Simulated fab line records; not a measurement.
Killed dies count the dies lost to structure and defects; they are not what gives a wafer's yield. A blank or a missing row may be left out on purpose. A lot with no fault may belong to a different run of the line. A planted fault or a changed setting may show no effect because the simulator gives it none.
fab line records -- flow nand-harc
record: lots: 13, wafers: 39, last-day: 33
route steps=1302 shown A_CHANNEL_HOLE_D1@451 THIN_TSV@1275 END@1302
lots that met no fault: from a run of the same line without faults
start-h: hours from the record's first day to the start of the lot's first wafer shown -- wait-h: time in hours since the lot's previous step -- " repeats the value in the row above -- L1.1+2: one row covering several wafers at once -- - no value, or no start given -- * or withheld: withheld -- < > ~ a bound
route shown NAME@n: NAME is a module with steps in the file, n the number in the route of the first one -- usual: average and standard deviation across the fault-free wafers -- same: alike in all rows -- chamber/n: place in a boat -- sites: readings site by site -- _std_site: the values' standard deviation -- _edge_site: the outer-site mean with the inner-site mean subtracted -- radius-mm: for every site, how far away it sits from the centre of the wafer -- mask NAME#n: copy n -- behind: tool/chamber where the wafer was last shaped -- hold: the reason the lot was held/the length of the hold in hours/how it ended -- device: names the non-switching transistor (n, p or np) -- end of line: the same wafers' tests at the end of the route -- step lacking rows: just its recipe -- killed: not the wafer's yield, but the dies lost to structure and defects at the first sort -- map: the dies of a wafer, with x for killed, . for not killed, _ for no die there
set.NAME: setting as actually run; set.NAME@STEP: the setting as run at that earlier step -- model.NAME: the simulator's own value behind a step, which no gauge read
the route's steps for a sample of lots (tables are steps, rows are wafers)
services: a tool's chamber out of use, with start hour (start-h, from the record's first day; less than 0 if before it), hours out, and reason
== steps ==
step: NHARC_A_CHANNEL_HOLE_D1_DEP_01
recipe: target-thk-a: 1400, target-thk-nm: 140, temp-c: 400, pressure-torr: 3.5, flow-sccm: 200, rf-w: 350, material: SiON
usual: heater-power-w: 705/99, showerhead-vpp-V: 1113/74
lot.wafer,tool,chamber,start-h,wait-h,heater-power-w,showerhead-vpp-V
L508.3,pecvd-04,2,186.37,1.1,515,1076
L508.2,pecvd-04,0,186.37,1.1,763,1237
L508.5,pecvd-04,1,186.37,1.1,776,1151
L507.2,pecvd-02,2,186.80,1.4,695,1065
L507.3,pecvd-02,0,186.80,1.4,843,1049
L507.4,pecvd-02,0,186.80,1.4,876,1057
L510.1,pecvd-02,1,220.60,1.6,609,996
L510.5,pecvd-02,0,220.60,1.6,850,1032
L510.6,pecvd-02,1,220.60,1.6,625,999
L511.2,pecvd-04,2,220.63,1.3,588,1082
L511.4,pecvd-04,1,220.63,1.3,729,1147
L511.5,pecvd-04,0,220.63,1.3,695,1250
L512.2,pecvd-03,1,233.44,1.3,592,1165
L512.5,pecvd-03,1,233.44,1.3,601,1154
L512.4,pecvd-03,2,233.44,1.3,739,1194
L514.4,pecvd-03,2,256.34,0.7,815,1210
L514.6,pecvd-03,0,256.34,0.7,767,1076
L514.5,pecvd-03,1,256.34,0.7,653,1166
L517.3,pecvd-03,1,276.44,1.0,589,1174
L517.2,pecvd-03,0,276.44,1.0,644,1086
L517.4,pecvd-03,1,276.44,1.0,603,1178
L524.1,pecvd-03,1,355.90,1.7,584,1164
L524.3,pecvd-03,2,355.90,1.7,825,1207
L524.5,pecvd-03,1,355.90,1.7,587,1180
L526.3,pecvd-03,2,362.59,1.0,786,1198
L526.1,pecvd-03,1,362.59,1.0,608,1167
L526.5,pecvd-03,0,362.59,1.0,672,1065
L527.1,pecvd-03,0,390.69,1.6,723,1073
L527.4,pecvd-03,0,390.69,1.6,773,1057
L527.5,pecvd-03,1,390.69,1.6,666,1180
L528.3,pecvd-02,0,391.69,1.2,840,1047
L528.1,pecvd-02,1,391.69,1.2,586,1010
L528.4,pecvd-02,1,391.69,1.2,597,999
L529.1,pecvd-02,2,399.90,1.7,774,1069
L529.3,pecvd-02,0,399.90,1.7,822,1057
L529.2,pecvd-02,1,399.90,1.7,666,1007
L530.1,pecvd-03,0,404.34,1.6,725,1074
L530.5,pecvd-03,2,404.34,1.6,739,1218
L530.6,pecvd-03,0,404.34,1.6,741,1082
step: NHARC_THIN_TSV_ANNEAL_52
recipe: temp-c: 225, time-s: 90
usual: wafer_temp_C_max: 226.3/0.4
lot.wafer,tool,chamber,start-h,wait-h,wafer_temp_C_max
L507.2,rtp-anneal-01,0,583.90,0.6,226.5
L507.3,rtp-anneal-01,0,583.90,0.6,226.5
L507.4,rtp-anneal-01,0,583.90,0.6,227.0
L508.2,rtp-anneal-01,0,586.29,0.6,227.2
L508.3,rtp-anneal-01,0,586.29,0.6,226.6
L508.5,rtp-anneal-01,0,586.29,0.6,226.3
L511.2,rtp-anneal-02,0,612.06,0.6,226.5
L511.4,rtp-anneal-02,0,612.06,0.6,226.0
L511.5,rtp-anneal-02,0,612.06,0.6,226.2
L512.2,rtp-anneal-01,0,617.64,0.7,226.4
L512.4,rtp-anneal-01,0,617.64,0.7,226.6
L512.5,rtp-anneal-01,0,617.64,0.7,226.6
L510.1,rtp-anneal-02,0,618.71,0.6,225.9
L510.5,rtp-anneal-02,0,618.71,0.6,226.1
L510.6,rtp-anneal-02,0,618.71,0.6,226.1
L514.4,rtp-anneal-02,0,628.11,0.5,226.4
L514.5,rtp-anneal-02,0,628.11,0.5,226.1
L517.2,rtp-anneal-01,0,652.41,0.7,226.3
L517.4,rtp-anneal-01,0,652.41,0.7,226.1
L524.1,rtp-anneal-01,0,750.77,0.6,226.5
L524.3,rtp-anneal-01,0,750.77,0.6,226.6
L524.5,rtp-anneal-01,0,750.77,0.6,227.2
L526.1,rtp-anneal-01,0,751.88,0.5,226.6
L526.3,rtp-anneal-01,0,751.88,0.5,226.4
L526.5,rtp-anneal-01,0,751.88,0.5,227.3
L527.1,rtp-anneal-02,0,763.15,0.5,226.1
L527.4,rtp-anneal-02,0,763.15,0.5,225.7
L527.5,rtp-anneal-02,0,763.15,0.5,226.2
L528.1,rtp-anneal-02,0,764.38,0.7,226.1
L528.3,rtp-anneal-02,0,764.38,0.7,226.4
L528.4,rtp-anneal-02,0,764.38,0.7,225.8
L530.1,rtp-anneal-02,0,768.58,0.6,226.1
L530.5,rtp-anneal-02,0,768.58,0.6,225.9
L530.6,rtp-anneal-02,0,768.58,0.6,226.4
L529.1,rtp-anneal-02,0,769.64,0.6,225.9
L529.2,rtp-anneal-02,0,769.64,0.6,225.8
L529.3,rtp-anneal-02,0,769.64,0.6,225.9
step: NHARC_THIN_TSV_DEGAS_53
recipe: temp-c: 300, time-s: 60
usual: heater-power-w: 447/31
lot.wafer,tool,chamber,start-h,wait-h,heater-power-w
L507.3,pvd-sputter-02,-,584.66,0.1,433
L507.4,pvd-sputter-02,-,584.66,0.1,458
L507.2,pvd-sputter-02,-,584.66,0.1,433
L508.2,pvd-sputter-02,-,587.05,0.1,439
L508.3,pvd-sputter-02,-,587.05,0.1,394
L508.5,pvd-sputter-02,-,587.05,0.1,468
L511.2,pvd-sputter-01,-,612.80,0.1,463
L511.4,pvd-sputter-01,-,612.80,0.1,470
L511.5,pvd-sputter-01,-,612.80,0.1,456
L512.2,pvd-sputter-01,-,618.41,0.1,464
L512.4,pvd-sputter-01,-,618.41,0.1,451
L512.5,pvd-sputter-01,-,618.41,0.1,452
L510.1,pvd-sputter-03,-,619.53,0.1,440
L510.5,pvd-sputter-03,-,619.53,0.1,449
L510.6,pvd-sputter-03,-,619.53,0.1,462
L514.4,pvd-sputter-03,-,628.76,0.1,451
L514.5,pvd-sputter-03,-,628.76,0.1,453
L517.4,pvd-sputter-02,-,653.19,0.1,408
L517.2,pvd-sputter-02,-,653.19,0.1,404
L524.3,pvd-sputter-03,-,751.58,0.1,423
L524.1,pvd-sputter-03,-,751.58,0.1,474
L524.5,pvd-sputter-03,-,751.58,0.1,484
L526.1,pvd-sputter-02,-,752.72,0.1,404
L526.3,pvd-sputter-02,-,752.72,0.1,433
L526.5,pvd-sputter-02,-,752.72,0.1,447
L527.1,pvd-sputter-02,-,763.98,0.1,449
L527.4,pvd-sputter-02,-,763.98,0.1,392
L527.5,pvd-sputter-02,-,763.98,0.1,452
L528.4,pvd-sputter-02,-,765.18,0.1,409
L528.1,pvd-sputter-02,-,765.18,0.1,390
L528.3,pvd-sputter-02,-,765.18,0.1,438
L530.1,pvd-sputter-02,-,769.40,0.1,455
L530.5,pvd-sputter-02,-,769.40,0.1,401
L530.6,pvd-sputter-02,-,769.40,0.1,437
L529.1,pvd-sputter-03,-,770.44,0.1,496
L529.2,pvd-sputter-03,-,770.44,0.1,427
L529.3,pvd-sputter-03,-,770.44,0.1,460
step: NHARC_THIN_TSV_ETCH_59
recipe: target-depth-a: 8800, icp-w: 900, bias-w: 100, Cl2_flow_sccm: 60, bcl3-flow-sccm: 30, time-s: 138.1, chemistry: Cl2/BCl3
usual: drypump-motor-current-A: 5.51/0.29, mfc-cl2-sccm: 59.97/0.17, oes-product-au: 1.000/0.013, throttle-valve-pct: 22.266/0.0095
lot.wafer,tool,chamber,start-h,wait-h,drypump-motor-current-A,mfc-cl2-sccm,oes-product-au,rf-hours-counter-h,throttle-valve-pct
L507.2,rie-metal-02,0,585.96,0.1,5.97,60.07,0.998,2.2,22.256
L507.4,rie-metal-02,0,585.96,0.1,5.95,60.15,1.001,-,22.262
L507.3,rie-metal-02,1,585.96,0.1,5.43,59.87,1.000,-,22.270
L508.2,rie-metal-01,0,588.38,0.1,5.15,59.73,0.997,0.2,22.257
L508.3,rie-metal-01,0,588.38,0.1,5.15,60.36,0.995,-,22.267
L508.5,rie-metal-01,0,588.38,0.1,5.15,60.09,1.003,-,22.264
L511.2,rie-metal-02,1,614.23,0.1,5.42,60.11,1.017,2.6,22.248
L511.4,rie-metal-02,1,614.23,0.1,5.44,60.11,1.008,-,22.261
L511.5,rie-metal-02,0,614.23,0.1,5.97,60.09,1.012,-,22.269
L512.2,rie-metal-01,1,619.70,0.1,5.72,59.80,0.984,0.9,22.275
L512.4,rie-metal-01,1,619.70,0.1,5.72,60.24,0.983,-,22.281
L512.5,rie-metal-01,0,619.70,0.1,5.13,60.13,0.979,-,22.281
L510.1,rie-metal-03,0,620.86,0.1,5.62,60.12,0.995,1.8,22.260
L510.5,rie-metal-03,1,620.86,0.1,5.21,59.93,1.009,-,22.260
L510.6,rie-metal-03,0,620.86,0.1,5.61,60.15,0.983,-,22.247
L514.4,rie-metal-03,1,630.27,0.1,5.19,59.73,0.996,-,22.245
L514.5,rie-metal-03,1,630.27,0.1,5.19,59.98,0.997,-,22.273
L517.2,rie-metal-03,0,654.62,0.1,5.62,60.09,0.989,2.2,22.267
L517.4,rie-metal-03,1,654.62,0.1,5.19,59.70,0.993,-,22.261
L524.1,rie-metal-03,1,753.11,0.1,5.19,59.93,1.000,0.5,22.251
L524.3,rie-metal-03,0,753.11,0.1,5.62,59.68,0.984,-,22.266
L524.5,rie-metal-03,1,753.11,0.1,5.21,60.02,1.016,-,22.286
L526.1,rie-metal-02,0,754.17,0.1,5.97,59.58,1.034,1.7,22.269
L526.3,rie-metal-02,0,754.17,0.1,5.96,59.55,1.021,-,22.260
L526.5,rie-metal-02,1,754.17,0.1,5.43,59.91,1.019,-,22.274
L527.1,rie-metal-01,1,765.46,0.2,5.71,59.71,0.997,0.0,22.265
L527.4,rie-metal-01,1,765.46,0.2,5.71,59.76,1.009,-,22.267
L527.5,rie-metal-01,0,765.46,0.2,5.14,60.13,1.007,-,22.287
L528.1,rie-metal-01,0,766.53,0.1,5.16,60.11,1.000,0.2,22.283
L528.3,rie-metal-01,1,766.53,0.1,5.73,60.16,0.997,-,22.263
L528.4,rie-metal-01,0,766.53,0.1,5.16,60.11,1.002,-,22.266
L530.1,rie-metal-03,1,770.85,0.1,5.21,59.96,1.007,1.3,22.261
L530.6,rie-metal-03,0,770.85,0.1,5.62,59.97,0.980,-,22.270
L530.5,rie-metal-03,1,770.85,0.1,5.22,59.81,1.004,-,22.256
L529.1,rie-metal-01,0,771.75,0.1,5.14,59.85,1.006,0.4,22.271
L529.2,rie-metal-01,1,771.75,0.1,5.76,59.96,1.015,0.4,22.261
L529.3,rie-metal-01,1,771.75,0.1,5.76,59.66,1.009,-,22.261
step: NHARC_END_SORT_01
recipe: temp-c: 25
usual: killed-at-array: 59/21, killed-at-other: 1.0/1.1, killed-at-periphery: 4.0/2.6, killed-dies: 64/21, killed-open: 3.2/1.7, killed-short: 2.5/1.5
same: gross-dies: 677
lot.wafer,tool,chamber,start-h,wait-h,killed-at-array,killed-at-other,killed-at-periphery,killed-dies,killed-open,killed-short
L510.1,prober-02,0,631.06,2.5,104,0,3,107,1,3
L510.5,prober-02,0,634.22,3.7,89,0,6,95,4,5
L510.6,prober-02,0,635.01,4.0,96,0,3,99,7,1
L514.4,prober-02,0,642.45,3.4,80,0,3,83,3,2
L514.5,prober-02,0,643.23,3.7,68,1,1,70,3,2
L514.6,prober-02,0,644.02,3.9,672,0,1,673,1,0
L517.2,prober-01,0,664.15,2.8,86,0,3,89,3,4
L517.3,prober-01,0,664.95,3.1,672,1,1,674,0,6
L517.4,prober-01,0,665.75,3.4,93,0,1,94,0,4
L524.1,prober-01,0,764.43,2.5,110,3,5,118,4,4
L526.1,prober-02,0,764.97,2.5,63,0,4,67,4,5
L526.3,prober-02,0,766.56,3.1,62,0,0,62,1,1
L526.5,prober-02,0,768.15,3.7,56,2,4,62,5,5
L527.1,prober-02,0,774.18,2.5,39,0,5,44,4,1
L527.4,prober-02,0,776.58,3.4,46,4,3,53,4,1
L528.1,prober-01,0,774.19,2.5,61,1,8,70,3,5
L528.3,prober-01,0,775.78,3.1,59,0,4,63,3,2
L528.4,prober-01,0,776.58,3.4,62,1,5,68,6,1
L529.1,prober-02,0,782.00,2.5,51,0,8,59,3,6
L529.2,prober-02,0,782.81,2.8,47,0,4,51,3,1
L529.3,prober-02,0,783.62,3.1,51,0,10,61,5,1
killed by level:class
L510.1 A_CHANNEL_HOLE_D2:chamber-film-flake=33 A_CHANNEL_HOLE_D1:chamber-film-flake=29 A_SLIT:chamber-film-flake=26 A_CONTACT:chamber-film-flake=5 A_STAIRCASE:chamber-film-flake=5 P_GATE:chamber-film-flake=2 A_DECK1_JOINT:chamber-film-flake=2 P_M0:geometric-particle:short=1
L510.5 A_SLIT:chamber-film-flake=37 A_CHANNEL_HOLE_D1:chamber-film-flake=22 A_CHANNEL_HOLE_D2:chamber-film-flake=16 A_STAIRCASE:chamber-film-flake=5 A_CONTACT:chamber-film-flake=4 P_CONTACT:geometric-particle:open=2 P_M0:geometric-particle:short=2 P_M1:geometric-particle:short=1
L510.6 A_SLIT:chamber-film-flake=32 A_CHANNEL_HOLE_D1:chamber-film-flake=27 A_CHANNEL_HOLE_D2:chamber-film-flake=20 A_CONTACT:chamber-film-flake=7 A_STAIRCASE:chamber-film-flake=3 A_ONON_D2:geometric-particle:open=2 P_GATE:geometric-particle:open=1 P_CONTACT:geometric-particle:open=1
L514.4 A_SLIT:chamber-film-flake=33 A_CHANNEL_HOLE_D2:chamber-film-flake=32 A_CHANNEL_HOLE_D1:chamber-film-flake=6 A_WL_FILL:chamber-film-flake=2 P_CONTACT:geometric-particle:open=1 A_ONON_D1:geometric-particle:short=1 A_ONON_D2:geometric-particle:open=1 A_CHANNEL_FILL_D2:geometric-particle:open=1
L514.5 A_CHANNEL_HOLE_D2:chamber-film-flake=30 A_SLIT:chamber-film-flake=28 A_STAIRCASE:chamber-film-flake=4 A_ONON_D1:geometric-particle:open=1 A_CHANNEL_FILL_D1:geometric-particle:open=1 A_ONON_D2:geometric-particle:short=1 A_CHANNEL_FILL_D2:geometric-particle:short=1 STARTING-WAFER:geometric-particle:open=1
L514.6 A_CHANNEL_HOLE_D1:area-dep=607 A_CHANNEL_HOLE_D2:chamber-film-flake=30 A_SLIT:chamber-film-flake=26 A_STAIRCASE:chamber-film-flake=4 A_CHANNEL_HOLE_D1:chamber-film-flake=3 P_M0:geometric-particle:open=1 A_ZERO_WELL:chamber-film-flake=1 A_CONTACT:chamber-film-flake=1
L517.2 A_CHANNEL_HOLE_D1:chamber-film-flake=34 A_SLIT:chamber-film-flake=30 A_CHANNEL_HOLE_D2:chamber-film-flake=6 A_CONTACT:chamber-film-flake=5 A_WL_FILL:chamber-film-flake=3 A_ONON_D2:geometric-particle:short=2 A_STAIRCASE:chamber-film-flake=2 P_CONTACT:geometric-particle:short=1
L517.3 A_CHANNEL_HOLE_D1:area-dep=574 A_CHANNEL_HOLE_D1:chamber-film-flake=40 A_SLIT:chamber-film-flake=28 A_CHANNEL_HOLE_D2:chamber-film-flake=14 A_CONTACT:chamber-film-flake=6 A_ONON_D2:geometric-particle:short=1 A_CHANNEL_FILL_D2:geometric-particle:short=1 A_STAIRCASE:geometric-particle:short=1
L517.4 A_SLIT:chamber-film-flake=36 A_CHANNEL_HOLE_D1:chamber-film-flake=29 A_CHANNEL_HOLE_D2:chamber-film-flake=13 A_CONTACT:chamber-film-flake=6 A_WL_FILL:geometric-particle:short=2 A_CHANNEL_FILL_D1:chamber-film-flake=2 A_ONON_D1:geometric-particle:short=1 A_CHANNEL_FILL_D1:geometric-particle:short=1
L524.1 A_CHANNEL_HOLE_D1:chamber-film-flake=35 A_SLIT:chamber-film-flake=29 A_CHANNEL_HOLE_D2:chamber-film-flake=28 A_CONTACT:chamber-film-flake=7 THIN_TSV:chamber-film-flake=3 P_GATE:chamber-film-flake=2 P_CONTACT:geometric-particle:short=1 P_CONTACT:geometric-particle:open=1
L526.1 A_CHANNEL_HOLE_D2:chamber-film-flake=27 A_CHANNEL_HOLE_D1:chamber-film-flake=11 A_CONTACT:chamber-film-flake=6 A_SLIT:chamber-film-flake=5 A_STAIRCASE:chamber-film-flake=3 P_M0:geometric-particle:short=1 P_M2:geometric-particle:open=1 A_CHANNEL_HOLE_D1:geometric-particle:short=1
L526.3 A_CHANNEL_HOLE_D2:chamber-film-flake=30 A_CHANNEL_HOLE_D1:chamber-film-flake=12 A_CONTACT:chamber-film-flake=7 A_SLIT:chamber-film-flake=5 A_STAIRCASE:chamber-film-flake=3 A_CHANNEL_FILL_D1:chamber-film-flake=2 A_CHANNEL_HOLE_D1:geometric-particle:short=1 A_BLC:geometric-particle:open=1
L526.5 A_CHANNEL_HOLE_D2:chamber-film-flake=20 A_CONTACT:chamber-film-flake=9 A_CHANNEL_HOLE_D1:chamber-film-flake=8 A_SLIT:chamber-film-flake=7 THIN_TSV:chamber-film-flake=2 P_GATE:geometric-particle:open=1 P_GATE:geometric-particle:short=1 A_SOURCE_PLATE:geometric-particle:short=1
L527.1 A_SLIT:chamber-film-flake=30 A_CONTACT:chamber-film-flake=4 A_CHANNEL_HOLE_D2:chamber-film-flake=2 P_STI:geometric-particle:short=1 P_M0:geometric-particle:open=1 P_M1:geometric-particle:open=1 A_ONON_D1:geometric-particle:open=1 A_CHANNEL_FILL_D1:geometric-particle:open=1
L528.1 A_CHANNEL_HOLE_D2:chamber-film-flake=21 A_CHANNEL_HOLE_D1:chamber-film-flake=12 A_SLIT:chamber-film-flake=10 A_CONTACT:chamber-film-flake=9 P_GATE:chamber-film-flake=3 A_CHANNEL_FILL_D1:geometric-particle:short=2 P_M0:chamber-film-flake=2 A_STAIRCASE:chamber-film-flake=2
L528.3 A_CHANNEL_HOLE_D2:chamber-film-flake=23 A_CHANNEL_HOLE_D1:chamber-film-flake=17 A_SLIT:chamber-film-flake=7 A_CONTACT:chamber-film-flake=4 A_CHANNEL_FILL_D2:geometric-particle:open=2 P_M0:chamber-film-flake=2 A_STAIRCASE:chamber-film-flake=2 A_DECK1_JOINT:geometric-particle:short=1
L528.4 A_CHANNEL_HOLE_D2:chamber-film-flake=25 A_CHANNEL_HOLE_D1:chamber-film-flake=17 A_CONTACT:chamber-film-flake=7 A_SLIT:chamber-film-flake=4 A_STAIRCASE:chamber-film-flake=3 P_CONTACT:geometric-particle:open=2 A_CHANNEL_HOLE_D1:geometric-particle:open=1 A_CHANNEL_FILL_D1:geometric-particle:open=1
L527.4 A_SLIT:chamber-film-flake=33 A_STAIRCASE:chamber-film-flake=7 A_CONTACT:chamber-film-flake=3 THIN_TSV:chamber-film-flake=3 P_CONTACT:geometric-particle:short=1 P_M0:geometric-particle:open=1 A_SOURCE_PLATE:geometric-particle:open=1 A_CHANNEL_HOLE_D2:geometric-particle:open=1
L529.1 A_SLIT:chamber-film-flake=34 A_STAIRCASE:chamber-film-flake=6 P_M0:chamber-film-flake=3 P_CONTACT:geometric-particle:short=2 A_ONON_D1:geometric-particle:open=2 A_CHANNEL_FILL_D1:geometric-particle:short=2 A_ONON_D2:geometric-particle:short=2 P_GATE:chamber-film-flake=2
L529.2 A_SLIT:chamber-film-flake=32 A_STAIRCASE:chamber-film-flake=4 A_CHANNEL_HOLE_D2:chamber-film-flake=3 A_CONTACT:chamber-film-flake=3 A_ZERO_WELL:chamber-film-flake=2 P_CONTACT:geometric-particle:short=1 P_M2:geometric-particle:open=1 A_ONON_D1:geometric-particle:open=1
L529.3 A_SLIT:chamber-film-flake=36 P_GATE:chamber-film-flake=4 A_STAIRCASE:chamber-film-flake=4 P_ZERO_WELL:chamber-film-flake=2 P_STI:chamber-film-flake=2 A_ZERO_WELL:chamber-film-flake=2 A_CONTACT:chamber-film-flake=2 P_CONTACT:geometric-particle:open=1
== services ==
tool,chamber,start-h,hours,kind
pecvd-03,-,185.00,13.0,pm
rie-metal-01,-,221.00,9.0,pm
rie-metal-01,1,275.01,9.3,repair
pvd-sputter-02,-,282.03,10.0,pm
rie-metal-01,0,301.50,5.4,repair
pvd-sputter-02,-,350.20,3.9,repair
pecvd-03,-,366.00,13.0,pm
rtp-anneal-01,-,372.00,12.0,pm
pvd-sputter-02,-,389.21,1.9,repair
rie-metal-01,-,398.00,9.0,pm
pvd-sputter-02,-,460.03,10.0,pm
pecvd-03,-,475.02,1.0,repair
rie-metal-01,1,523.84,13.6,repair
pecvd-03,2,536.28,6.2,repair
pvd-sputter-02,-,540.21,4.8,repair
pecvd-03,-,547.00,13.0,pm
rie-metal-01,-,575.00,9.0,pm
pecvd-03,1,619.99,4.3,repair
rie-metal-01,-,627.83,0.1,repair
pvd-sputter-02,-,638.04,10.0,pm
pecvd-03,-,728.00,13.0,pm
rie-metal-01,1,732.86,3.8,repair
rtp-anneal-02,-,744.00,12.0,pm
rie-metal-01,-,752.00,9.0,pm
== key ==
first-sign: step: NHARC_END_SORT_01, reading: killed-at-array, direction: up, sigmas: 29, usual: 59, struck: 672
effect: step: NHARC_END_SORT_01, reading: killed-dies, direction: up, sigmas: 29, usual: 64, struck: 674
more-kills-born-at: NHARC_A_CHANNEL_HOLE_D1_DEP_01@pecvd-03: 1181
met-at NHARC_A_CHANNEL_HOLE_D1_DEP_01
struck-lots L514,L517
struck-wafers L514.6,L517.3
later-rows-left-out L514.6,L517.3
tester-left-out L514,L517
not-acting-at NHARC_THIN_TSV_ANNEAL_52,NHARC_THIN_TSV_DEGAS_53,NHARC_THIN_TSV_ETCH_59
onset-between 233.44 256.34
fault: kind: process-parameter-drift, tool: pecvd-03, chamber: -, onset-h: 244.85, steps: NHARC_A_CHANNEL_HOLE_D1_DEP_01, channel: target-thk-a, offset: *, shape: step, end-h: 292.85, scope: struck-wafers-only, acts-in: *, stated: *
tester-left-out: of these lots the tester's yield and bins aren't shown, on N5 and GAA mostly nor the transistor test; their killed dies are dies lost to structure and defects alone, not to doping, threshold or leakage, so they don't give the yield
later-rows-left-out: the simulator's readings of these wafers behind a module that went badly wrong aren't trusted and aren't shown, but for the sort
